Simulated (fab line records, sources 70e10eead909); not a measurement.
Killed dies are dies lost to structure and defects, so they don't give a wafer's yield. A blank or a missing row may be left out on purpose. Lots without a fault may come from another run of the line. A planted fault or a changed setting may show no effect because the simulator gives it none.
Which tool did it? | flow nand_harc | 14 lots, 42 wafers sampled, at 5 steps of a route of 1302

WHAT THE GAUGES READ, wafer by wafer
NHARC_A_DECK1_JOINT_THK_MEAS_14: measures by ellipsometry. Usual: thk_nm 51.1 nm, standard deviation 1.6.
lot  | measured     | on            | thk_nm (nm)    | flag
L917 | day 11 18:54 | film_metro-01 | 51.7 52.9 51.9 |
L918 | day 12 02:22 | film_metro-02 | 53.1 51.4 50.9 |
L920 | day 13 03:25 | film_metro-01 | 51.5 50.4 54.2 |
L922 | day 13 21:09 | film_metro-02 | 52.1 52.5 51.4 |
L923 | day 14 11:36 | film_metro-01 | 52.2 51.6 53.8 |
L924 | day 15 02:38 | film_metro-01 | 51.1 52.0 51.8 |
L930 | day 17 04:42 | film_metro-01 | 49.3 50.0 51.2 |
L932 | day 18 05:44 | film_metro-01 | 51.9 49.7 49.2 |
L935 | day 19 03:44 | film_metro-01 | 51.1 53.3 51.5 |
L934 | day 19 03:44 | film_metro-02 | 52.7 48.3 47.2 |
L936 | day 19 15:04 | film_metro-01 | 49.9 50.1 53.6 |
L937 | day 20 06:39 | film_metro-02 | 49.3 54.2 53.3 |
L938 | day 20 15:31 | film_metro-02 | 52.5 50.2 51.0 |
L939 | day 20 15:31 | film_metro-01 | 50.6 50.5 50.3 |

NHARC_A_ONON_D2_THK_MEAS_08: measures by ellipsometry. Usual: thk_nm 997 nm, standard deviation 9.9.
lot  | measured     | on            | thk_nm (nm)    | flag
L917 | day 12 23:47 | film_metro-01 | 1019 1020 1020 |
L918 | day 13 04:00 | film_metro-01 | 1001 1000 1001 |
L920 | day 14 08:20 | film_metro-01 | 1010 1009 1008 |
L922 | day 15 03:46 | film_metro-01 | 990 991 987    |
L923 | day 15 11:41 | film_metro-02 | 1004 1005 1004 |
L924 | day 16 10:43 | film_metro-02 | 997 998 994    |
L930 | day 18 13:28 | film_metro-01 | 998 999 997    |
L932 | day 19 05:05 | film_metro-02 | 981 979 981    |
L935 | day 20 05:41 | film_metro-01 | 1006 1008 1006 |
L934 | day 20 05:54 | film_metro-02 | 997 995 997    |
L936 | day 20 20:28 | film_metro-01 | 995 995 994    |
L937 | day 21 11:17 | film_metro-02 | 989 988 990    |
L938 | day 21 22:23 | film_metro-02 | 991 990 990    |
L939 | day 21 22:10 | film_metro-02 | 985 986 989    |

NHARC_A_ONON_D2_THK_MEAS_11: measures by ellipsometry. Usual: thk_nm 1001 nm, standard deviation 11.
lot  | measured     | on            | thk_nm (nm)    | flag
L917 | day 13 00:21 | film_metro-01 | 1020 1019 1018 |
L918 | day 13 04:34 | film_metro-01 | 997 997 996    |
L920 | day 14 08:54 | film_metro-02 | 990 990 989    |
L922 | day 15 04:20 | film_metro-01 | 1394 1392 1393 | OFF
L923 | day 15 12:15 | film_metro-02 | 995 997 997    |
L924 | day 16 11:17 | film_metro-01 | 1392 1392 1394 | OFF
L930 | day 18 14:02 | film_metro-01 | 978 979 978    |
L932 | day 19 05:39 | film_metro-01 | 1013 1012 1012 |
L935 | day 20 06:15 | film_metro-01 | 1009 1009 1008 |
L934 | day 20 06:36 | film_metro-02 | 1001 1000 1002 |
L936 | day 20 21:01 | film_metro-01 | 1026 1026 1028 |
L937 | day 21 11:51 | film_metro-02 | 1006 1008 1005 |
L938 | day 21 22:56 | film_metro-02 | 993 994 993    |
L939 | day 21 22:44 | film_metro-02 | 989 989 991    |

NHARC_END_SORT_01. Usual: killed_at_array 56, standard deviation 19; killed_at_other 0.8, standard deviation 1.1; killed_at_periphery 3.4, standard deviation 2.5; killed_dies 60, standard deviation 19; killed_open 2.9, standard deviation 1.7; killed_short 2.4, standard deviation 1.6.
lot  | measured     | on        | killed_at_array | killed_at_other | killed_at_periphery | killed_dies | killed_open | killed_short | flag
L922 | day 27 16:59 | prober-01 | 671 669 668     | 3 3 1           | 3 5 8               | 677 677 677 | 3 1 2       | 4 0 4        | OFF
L924 | day 28 01:08 | prober-02 | 674 675 672     | 0 0 0           | 3 2 5               | 677 677 677 | 4 2 5       | 2 1 3        | OFF

WHICH TOOL RAN EACH LOT (tool, then ch and the chambers of the sampled wafers, then the start)
lot  | NHARC_A_ONON_D2_DEP_09
L917 | pecvd_onon-04 ch 0, day 13 00:01
L918 | pecvd_onon-02 ch 0, day 13 04:10
L920 | pecvd_onon-01 ch 0, day 14 08:34
L922 | pecvd_onon-01 ch 0, day 15 03:56
L923 | pecvd_onon-02 ch 0, day 15 11:48
L924 | pecvd_onon-01 ch 0, day 16 10:46
L930 | pecvd_onon-04 ch 0, day 18 13:38
L932 | pecvd_onon-01 ch 0, day 19 05:08
L935 | pecvd_onon-04 ch 0, day 20 05:45
L934 | pecvd_onon-04 ch 0, day 20 06:05
L936 | pecvd_onon-02 ch 0, day 20 20:38
L937 | pecvd_onon-02 ch 0, day 21 11:24
L938 | pecvd_onon-01 ch 0, day 21 22:29
L939 | pecvd_onon-02 ch 0, day 21 22:24
- NHARC_A_ONON_D2_DEP_09: target thk 1000 nm.

WHAT THE TOOLS THEMSELVES READ (means of the sampled wafers that have a number; where no wafer has one, the mark that the record gives instead)
NHARC_A_ONON_D2_DEP_09. Usual: n2_flow_sccm 2751 sccm, standard deviation 8; susceptor_temp_C 399.94 C, standard deviation 0.21.
lot  | tool          | n2_flow_sccm (sccm) | susceptor_temp_C (C) | flag
L917 | pecvd_onon-04 | 2746                | 399.88               |
L918 | pecvd_onon-02 | 2751                | 399.81               |
L920 | pecvd_onon-01 | 2757                | 400.12               |
L922 | pecvd_onon-01 | 2749                | 400.13               |
L923 | pecvd_onon-02 | 2750                | 399.96               |
L924 | pecvd_onon-01 | 2751                | 400.03               |
L930 | pecvd_onon-04 | 2735                | 399.79               |
L932 | pecvd_onon-01 | 2750                | 400.00               |
L935 | pecvd_onon-04 | 2743                | 400.02               |
L934 | pecvd_onon-04 | 2743                | 399.83               |
L936 | pecvd_onon-02 | 2753                | 400.02               |
L937 | pecvd_onon-02 | 2755                | 399.66               |
L938 | pecvd_onon-01 | 2766                | 400.05               |
L939 | pecvd_onon-02 | 2758                | 399.82               |

THE ANSWER, worked out from the rows above alone
Rule: a lot is off if the mean of its wafers that have a number lies more than 3 standard deviations from the usual mean. A lot without any number at a reading at which 4 lots or more have one is off too. The other lots that the step has rows for count as sound. The gauges are gone through in route order, then the tools' own readings, and for those a lot's mean is taken as printed above. The first step at which some lot is off is used, and at that step the reading that is off furthest; a lot without a number counts as furthest.
Off: L922, L924, at NHARC_A_ONON_D2_THK_MEAS_11 (thk_nm).
A tool fits if, at a process step before that reading, it ran every lot that is off, and no sound lot after the first of them. The gauges at NHARC_A_ONON_D2_THK_MEAS_11 aren't tried: what is off there is off at NHARC_END_SORT_01 too, on other tools, and a gauge's error can't cause that. None of those tried fits.

WHAT THE SIMULATOR HAD PUT IN
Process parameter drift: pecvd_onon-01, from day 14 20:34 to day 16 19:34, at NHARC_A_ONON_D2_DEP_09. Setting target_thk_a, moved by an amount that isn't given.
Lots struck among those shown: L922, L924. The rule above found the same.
